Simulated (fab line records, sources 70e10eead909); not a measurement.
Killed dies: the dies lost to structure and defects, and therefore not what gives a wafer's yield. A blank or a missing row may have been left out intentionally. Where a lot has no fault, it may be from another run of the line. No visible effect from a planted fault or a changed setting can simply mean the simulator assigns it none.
fab line records ; flow nandHarc
[record] lots = 7; wafers = 19; lastDay = 32
route steps=1302 shown A_SLIT@942 A_SIN_REMOVE@947 A_WL_FILL@952 END@1302
lots with no fault: from the same line, run without faults
startH: hours from the record's first day to the start of the lot's first wafer shown ; waitH: how many hours have passed since the lot's step before this one ; " same as the row above ; L1.1+2: one row covering several wafers at once ; - no value, or no start given ; * or withheld: withheld ; < > ~ a bound
route shown NAME@n: NAME is a module with steps in the file, n the number in the route of the first one ; usual: average and standard deviation across the fault-free wafers ; same: alike in all rows ; chamber/n: place in a boat ; sites: per-site readings ; _std_site: the standard deviation of these ; _edge_site: inner sites' mean taken away from outer sites' mean ; radiusMm: for every site, how far away it sits from the centre of the wafer ; mask NAME#n: copy n ; behind: the most recent tool/chamber to have shaped the wafer ; hold: the reason the lot was held/the length of the hold in hours/how it ended ; device: transistor that didn't switch, given as n, p or np ; end of line: the tests these same wafers got at the end of their route ; a step given without rows: its recipe and nothing more ; killed: count of dies lost to structure and defects at first sort (not the wafer's yield) ; map: a wafer's dies, marking killed ones x, the rest . and places with no die _
set.NAME: the setting that was run; set.NAME@STEP: the one run at that earlier step ; model.NAME: the simulator's own value behind a step, which no gauge read
a table for each step, a row for each wafer; lots at some steps of the route
services: from which hour (startH, from the record's first day; less than 0 if before it) a tool's chamber was out of use, for how many hours, and why
[[steps]]
[step NHARC_A_SLIT_ETCH_29]
[recipe] targetDepthA = 1000; overetchA = 100; timeS = 55; ionEnergyEv = 100; cf4FlowSccm = 80; o2FlowSccm = 20; arFlowSccm = 0; rfW = 300; biasW = 100; chemistry = CF4/O2
[usual] drypumpMotorCurrentA = 6.0/0.42; oesProductAu = 0.996/0.013; rfVppV = 197.6/1.1; showerheadPlenumPTorr = 1.33/0.038; throttleValvePct = 13.397/0.0094
lot.wafer;tool;chamber;startH;waitH;drypumpMotorCurrentA;oesProductAu;rfHoursCounterH;rfVppV;showerheadPlenumPTorr;throttleValvePct
L390.3;rieDiel-03;3;467.71;0.1;5.7;0.995;0;197.1;1.28;13.395
L390.1;rieDiel-03;0;467.71;0.1;6.6;1.008;0;199.1;1.36;13.391
L390.4;rieDiel-03;0;467.71;0.1;6.6;1.003;-;197.3;1.36;13.402
L391.4;rieDiel-03;3;476.86;0.1;5.8;0.997;0;197.8;1.28;13.396
L391.1;rieDiel-03;1;476.86;0.1;6.0;0.993;0;198.5;1.37;13.391
L391.5;rieDiel-03;3;476.86;0.1;5.8;0.999;-;196.3;1.28;13.413
L399.2;rieDiel-03;3;551.95;0.1;5.8;0.998;4;197.6;1.28;13.408
L399.6;rieDiel-03;3;551.95;0.1;5.8;1.003;-;196.9;1.28;13.400
L399.5;rieDiel-03;0;551.95;0.1;6.6;1.025;-;197.5;1.36;13.383
L398.2;rieDiel-09;2;552.22;0.1;6.0;0.989;3;197.8;1.38;13.392
L398.5;rieDiel-09;3;552.22;0.1;6.3;0.993;-;197.9;1.33;13.414
L398.6;rieDiel-09;0;552.22;0.1;5.6;1.008;-;196.5;1.28;13.392
L400.2;rieDiel-03;3;563.80;0.1;5.8;0.997;5;196.7;1.28;13.392
L400.1;rieDiel-03;1;563.80;0.1;6.0;0.991;5;198.6;1.37;13.393
L401.2;rieDiel-09;3;581.31;0.1;6.3;0.983;5;196.9;1.33;13.414
L401.5;rieDiel-09;0;581.31;0.1;5.6;1.010;-;196.0;1.28;13.395
L410.1;rieDiel-03;1;656.49;0.1;6.0;0.992;1;199.7;1.37;13.401
L410.4;rieDiel-03;0;656.49;0.1;6.6;1.011;1;197.6;1.35;13.417
L410.6;rieDiel-03;1;656.49;0.1;6.0;0.992;-;198.9;1.37;13.379
[step NHARC_A_SLIT_STRIP_18]
[recipe] o2FlowSccm = 500; arFlowSccm = 0; biasW = 0; chemistry = O2
[usual] drypumpMotorCurrentA = 6.0/0.42; oesProductAu = 0.995/0.013; rfVppV = 57.7/0.81; showerheadPlenumPTorr = 3.51/0.097; throttleValvePct = 17.036/0.009
lot.wafer;tool;chamber;startH;waitH;drypumpMotorCurrentA;oesProductAu;rfHoursCounterH;rfVppV;showerheadPlenumPTorr;throttleValvePct
L390.3;rieDiel-03;0;-;-;6.6;1.016;0;58.7;3.58;17.037
L390.1;rieDiel-03;3;-;-;5.8;1.005;0;57.8;3.39;17.032
L390.4;rieDiel-03;3;-;-;5.8;0.995;-;56.8;3.39;17.016
L391.1;rieDiel-03;0;-;-;6.6;1.004;0;57.8;3.58;17.035
L391.4;rieDiel-03;2;-;-;5.6;0.979;0;56.7;3.36;17.056
L391.5;rieDiel-03;0;-;-;6.6;1.008;-;57.3;3.58;17.037
L399.2;rieDiel-03;3;-;-;5.8;0.990;4;57.7;3.38;17.037
L399.6;rieDiel-03;3;-;-;5.8;0.998;-;57.9;3.38;17.026
L399.5;rieDiel-03;0;-;-;6.6;1.011;-;57.6;3.58;17.024
L398.2;rieDiel-09;0;-;-;5.6;1.014;3;57.4;3.38;17.043
L398.6;rieDiel-09;2;-;-;6.0;0.993;-;59.2;3.64;17.052
L398.5;rieDiel-09;3;-;-;6.3;0.995;-;57.5;3.51;17.032
L400.1;rieDiel-03;1;-;-;6.0;0.989;5;58.5;3.61;17.038
L400.2;rieDiel-03;0;-;-;6.7;1.015;4;57.5;3.58;17.034
L401.2;rieDiel-09;0;-;-;5.6;1.010;4;57.5;3.38;17.042
L401.5;rieDiel-09;2;-;-;6.0;0.985;-;57.3;3.64;17.024
L410.1;rieDiel-03;0;-;-;6.6;1.001;1;58.5;3.58;17.043
L410.4;rieDiel-03;2;-;-;5.6;0.989;1;58.5;3.36;17.036
L410.6;rieDiel-03;0;-;-;6.6;1.001;-;56.7;3.58;17.031
[step NHARC_A_SLIT_PRECLEAN_19]
[recipe] timeS = *; tempC = 50; bathAgeMin = 0; chemistry = SC1
[step NHARC_A_SLIT_SRD_20]
[step NHARC_A_SLIT_CD_MEAS_21]
[usual] cdNm = 289.9/0.96
lot.wafer;tool;chamber;startH;waitH;cdNm
L390.1;cdSem-01;-;468.31;-;291.0
L390.3;cdSem-01;-;468.31;-;290.2
L390.4;cdSem-01;-;468.31;-;291.0
L391.1;cdSem-03;-;477.39;-;289.7
L391.4;cdSem-03;-;477.39;-;290.1
L391.5;cdSem-03;-;477.39;-;290.6
L399.2;cdSem-02;-;552.48;-;290.8
L399.5;cdSem-02;-;552.48;-;290.7
L399.6;cdSem-02;-;552.48;-;291.3
L398.2;cdSem-03;-;552.78;0.1;290.8
L398.5;cdSem-03;-;552.78;0.1;291.2
L398.6;cdSem-03;-;552.78;0.1;289.3
L400.1;cdSem-03;-;564.33;-;289.9
L400.2;cdSem-03;-;564.33;-;289.5
L401.2;cdSem-03;-;581.85;-;288.8
L401.5;cdSem-03;-;581.85;-;288.0
L410.1;cdSem-03;-;657.03;-;290.0
L410.4;cdSem-03;-;657.03;-;291.3
L410.6;cdSem-03;-;657.03;-;289.9
[step NHARC_A_SIN_REMOVE_WET_00]
[recipe] tempC = 160; timeS = 15300; chemistry = H3PO4
[step NHARC_A_SIN_REMOVE_PRECLEAN_01]
[recipe] timeS = *; tempC = 50; bathAgeMin = 0; chemistry = SC1
[step NHARC_A_SIN_REMOVE_SRD_02]
[step NHARC_A_SIN_REMOVE_INSPECT_04]
[usual] rawDefectCount = 386/77
lot.wafer;tool;chamber;startH;waitH;rawDefectCount
L390.1;defectInspect-01;-;473.37;0.0;551
L390.3;defectInspect-01;-;473.37;0.0;550
L390.4;defectInspect-01;-;473.37;0.0;512
L391.1;defectInspect-01;-;484.02;0.0;521
L391.4;defectInspect-01;-;484.02;0.0;497
L391.5;defectInspect-01;-;484.02;0.0;421
L398.2;defectInspect-01;-;559.15;0.0;470
L398.5;defectInspect-01;-;559.15;0.0;314
L398.6;defectInspect-01;-;559.15;0.0;503
L399.2;defectInspect-02;-;559.15;0.0;385
L399.5;defectInspect-02;-;559.15;0.0;458
L399.6;defectInspect-02;-;559.15;0.0;461
L400.1;defectInspect-02;-;571.00;0.0;488
L400.2;defectInspect-02;-;571.00;0.0;515
L401.2;defectInspect-02;-;588.47;0.0;371
L401.5;defectInspect-02;-;588.47;0.0;380
L410.1;defectInspect-02;-;663.49;0.1;275
L410.4;defectInspect-02;-;663.49;0.1;253
L410.6;defectInspect-02;-;663.49;0.1;347
[step NHARC_A_WL_FILL_ALD_00]
[recipe] targetThkA = 30; pulseTimeS = 3; aldCycles = 30; tempC = 300; material = Al2O3
[usual] aldCycles = 30/0; heaterPowerW = 479/51; precursorPulseHeightRel = 0.998/0.019
lot.wafer;tool;chamber;startH;waitH;aldCycles;heaterPowerW;precursorPulseHeightRel
L390.4;aldHk-04;0;473.44;0.1;30;501;1.026
L390.3;aldHk-04;2;473.44;0.1;30;563;1.013
L390.1;aldHk-04;3;473.44;0.1;30;468;0.987
L391.1;aldHk-04;2;484.48;0.5;30;576;0.998
L391.4;aldHk-04;3;484.48;0.5;30;464;1.013
L391.5;aldHk-04;1;484.48;0.5;30;507;0.992
L398.2;aldHk-02;0;559.21;0.1;30;481;0.985
L398.6;aldHk-02;0;559.21;0.1;30;465;0.969
L398.5;aldHk-02;1;559.21;0.1;30;489;1.012
L399.2;aldHk-01;3;559.27;0.1;30;497;0.993
L399.5;aldHk-01;1;559.27;0.1;30;559;1.002
L399.6;aldHk-01;2;559.27;0.1;30;523;0.985
L400.2;aldHk-02;0;571.09;0.1;30;467;1.005
L400.1;aldHk-02;1;571.09;0.1;30;495;0.995
L401.2;aldHk-01;2;588.57;0.1;30;507;0.996
L401.5;aldHk-01;1;588.57;0.1;30;562;0.991
L410.4;aldHk-02;3;663.74;0.2;30;435;0.971
L410.1;aldHk-02;1;663.74;0.2;30;485;0.992
L410.6;aldHk-02;2;663.74;0.2;30;401;0.980
[step NHARC_A_WL_FILL_RTA_01]
[recipe] tempC = 1000; timeS = 5
[usual] lampPowerPct = 28.9/1.7; wafer_temp_C_max = 1004.7/1.4
lot.wafer;tool;chamber;startH;waitH;lampPowerPct;wafer_temp_C_max
L390.1;rtpAnneal-01;0;473.70;-;30.8;1003.1
L390.3;rtpAnneal-01;0;473.70;-;30.7;1002.8
L390.4;rtpAnneal-01;0;473.70;-;30.7;1003.1
L391.1;rtpAnneal-02;0;484.70;-;27.3;1003.8
L391.4;rtpAnneal-02;0;484.70;-;27.2;1005.0
L391.5;rtpAnneal-02;0;484.70;-;27.3;1003.9
L398.2;rtpAnneal-01;0;559.55;-;30.7;1004.9
L398.5;rtpAnneal-01;0;559.55;-;30.7;1002.9
L398.6;rtpAnneal-01;0;559.55;-;30.8;1003.4
L399.2;rtpAnneal-01;0;559.72;-;30.8;1003.6
L399.5;rtpAnneal-01;0;559.72;-;30.8;1003.3
L399.6;rtpAnneal-01;0;559.72;-;30.8;1002.8
L400.1;rtpAnneal-02;0;571.32;-;27.3;1007.8
L400.2;rtpAnneal-02;0;571.32;-;27.2;1006.2
L401.2;rtpAnneal-01;0;588.83;-;30.7;1002.4
L401.5;rtpAnneal-01;0;588.83;-;30.8;1003.0
L410.1;rtpAnneal-02;0;663.98;-;27.3;1006.0
L410.4;rtpAnneal-02;0;663.98;-;27.3;1004.6
L410.6;rtpAnneal-02;0;663.98;-;27.3;1005.5
[step NHARC_A_WL_FILL_ALD_02]
[recipe] targetThkA = 20; pulseTimeS = 3; aldCycles = 100; tempC = 450; material = TiN
[usual] aldCycles = 100/0; heaterPowerW = 1077/160; precursorPulseHeightRel = 1.000/0.02
lot.wafer;tool;chamber;startH;waitH;aldCycles;heaterPowerW;precursorPulseHeightRel
L390.1;aldMetal-03;2;473.96;0.2;100;1341;1.009
L390.3;aldMetal-03;3;473.96;0.2;100;978;1.028
L390.4;aldMetal-03;0;473.96;0.2;100;881;1.005
L391.1;aldMetal-04;0;484.91;0.2;100;1324;1.004
L391.4;aldMetal-04;3;484.91;0.2;100;1074;1.025
L391.5;aldMetal-04;0;484.91;0.2;100;1373;0.973
L398.2;aldMetal-04;0;559.82;0.2;100;1349;0.998
L398.6;aldMetal-04;2;559.82;0.2;100;1142;0.997
L398.5;aldMetal-04;3;559.82;0.2;82;1000;1.005
L399.2;aldMetal-01;0;559.95;0.2;100;1055;1.039
L399.6;aldMetal-01;3;559.95;0.2;100;1021;1.029
L399.5;aldMetal-01;0;559.95;0.2;100;1034;1.031
L400.1;aldMetal-04;3;571.54;0.2;82;1026;0.994
L400.2;aldMetal-04;2;571.54;0.2;100;1147;1.002
L401.2;aldMetal-04;2;589.06;0.2;100;1132;0.984
L401.5;aldMetal-04;2;589.06;0.2;82;1122;0.998
L410.1;aldMetal-01;3;664.23;0.2;100;997;1.014
L410.4;aldMetal-01;0;664.23;0.2;100;1050;0.989
L410.6;aldMetal-01;2;664.23;0.2;100;958;0.981
[step NHARC_END_SORT_01]
[recipe] tempC = 25
[usual] killedAtArray = 54/12; killedAtOther = 0.7/1.1; killedAtPeriphery = 3.9/2.8; killedDies = 59/13; killedOpen = 3.4/2; killedShort = 2.5/1.7
[same] grossDies = 677
lot.wafer;tool;chamber;startH;waitH;killedAtArray;killedAtOther;killedAtPeriphery;killedDies;killedOpen;killedShort
L398.2;prober-01;0;652.68;2.8;57;5;3;65;2;3
L398.5;prober-01;0;655.05;3.7;57;0;6;63;6;5
L398.6;prober-01;0;655.84;4.0;52;3;3;58;3;2
// killed by level:class
L398.2 A_SLIT:chamberFilmFlake=24 A_CHANNEL_HOLE_D2:chamberFilmFlake=16 THIN_TSV:chamberFilmFlake=5 A_CHANNEL_FILL_D2:chamberFilmFlake=4 A_BONDPAD:chamberFilmFlake=3 A_CHANNEL_HOLE_D1:chamberFilmFlake=2 A_BLC:chamberFilmFlake=2 A_CHANNEL_FILL_D1:geometricParticle:short=1
L398.5 A_SLIT:chamberFilmFlake=19 A_CHANNEL_HOLE_D2:chamberFilmFlake=15 A_BONDPAD:chamberFilmFlake=5 P_BONDPAD:chamberFilmFlake=3 A_CHANNEL_HOLE_D1:chamberFilmFlake=3 P_GATE:chamberFilmFlake=2 A_BLC:geometricParticle:open=2 A_CHANNEL_FILL_D2:chamberFilmFlake=2
L398.6 A_SLIT:chamberFilmFlake=25 A_CHANNEL_HOLE_D2:chamberFilmFlake=14 A_CHANNEL_FILL_D2:chamberFilmFlake=3 THIN_TSV:chamberFilmFlake=3 A_CHANNEL_HOLE_D1:chamberFilmFlake=2 A_BONDPAD:chamberFilmFlake=2 P_GATE:geometricParticle:short=1 P_M0:geometricParticle:open=1
[[services]]
tool;chamber;startH;hours;kind
aldMetal-03;1;450.35;7.5;repair
aldMetal-03;-;450.80;0.5;repair
rieDiel-03;1;453.88;16.1;repair
rieDiel-03;-;458.38;9.0;pm
rieDiel-03;0;458.38;9.0;ventCycle
rieDiel-03;2;458.38;9.0;ventCycle
rieDiel-03;3;458.38;9.0;ventCycle
rieDiel-03;0;467.38;-;clean
rieDiel-03;2;467.38;-;clean
aldMetal-04;-;474.00;10.0;pm
aldHk-01;-;475.52;10.0;pm
rieDiel-09;-;497.10;9.0;pm
rieDiel-03;0;498.40;35.4;repair
aldMetal-01;-;526.00;10.0;pm
aldHk-02;-;527.95;10.0;pm
rieDiel-03;3;535.08;7.8;repair
aldMetal-03;-;568.00;10.0;pm
aldHk-04;-;619.11;10.0;pm
rieDiel-03;0;619.12;6.5;repair
aldMetal-03;0;621.94;2.0;repair
rieDiel-03;-;635.38;9.0;pm
rieDiel-03;3;647.27;1.7;repair
aldMetal-04;-;652.00;10.0;pm
aldHk-01;-;655.86;10.0;pm
[[key]]
[firstSign] step = NHARC_A_WL_FILL_ALD_02; reading = aldCycles; direction = down; sigmas = 99+; usual = 100; struck = 82
effect none on later readings
metAt NHARC_A_WL_FILL_ALD_02
struckWafers L398.5,L400.1,L401.5
testerLeftOut L398,L400,L401
onsetBetween 484.91 559.82
[fault] kind = processParameterDrift; tool = aldMetal-04; chamber = -; onsetH = 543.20; steps = NHARC_A_WL_FILL_ALD_02; channel = aldCycles; offset = -18; shape = step; endH = 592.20; scope = struckWafersOnly; actsIn = theseRecipesOnly; stated = 100
// testerLeftOut: of these lots the tester's yield and bins aren't shown, on N5 and GAA mostly nor the transistor test; their killed dies are dies lost to structure and defects alone, not to doping, threshold or leakage, so they don't give the yield
